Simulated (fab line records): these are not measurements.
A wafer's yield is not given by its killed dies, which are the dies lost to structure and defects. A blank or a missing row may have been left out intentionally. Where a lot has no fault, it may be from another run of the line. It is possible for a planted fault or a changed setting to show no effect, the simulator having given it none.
Matching of chambers	flow nand-harc	NHARC_A_STAIRCASE_DESCUM_168 on rie-diel-08: 4 sister chambers
The step chemistry O2, time 3 s. 4 wafers are shown with their chamber, then 10 later ones without.

## WAFERS WITH THEIR CHAMBER
wafer	chamber	drypump-motor-current-A (A)
L078.4	3	6.3
L086.1	1	5.5
L089.1	0	5.8
L089.3	2	5.9

## WAFERS WITH NO CHAMBER GIVEN
wafer	drypump-motor-current-A (A)
L089.6	6.4
L090.2	5.4
L090.5	5.4
L090.6	5.9
L092.2	5.5
L092.3	6.4
L092.5	6.4
L095.3	5.8
L095.4	5.9
L095.6	5.8

## EACH ONE'S CHAMBER
wafer	from the rows above	in truth
L089.6	3	3
L090.2	1	1
L090.5	1	1
L090.6	can't be placed: 2 or 0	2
L092.2	1	1
L092.3	3	3
L092.5	3	3
L095.3	can't be placed: 0 or 2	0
L095.4	can't be placed: 2 or 0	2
L095.6	can't be placed: 0 or 2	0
Placed correctly: 6 of 10. These rows do not allow placing 4 (true chamber among the candidates in 4). Wrongly placed: 0.
How it was worked out, from the rows above alone: a wafer's distance from a chamber is the root of the sum, over the readings, of the square of ((its reading less the chamber's mean) divided by the reading's scatter). The wafer belongs to the nearest chamber; if the next one is less than 2 further off, it can't be placed. A chamber's mean is the mean of its shown wafers. The scatter: root of mean squared gap, hidden wafer to nearest shown wafer, with one shown wafer a chamber.
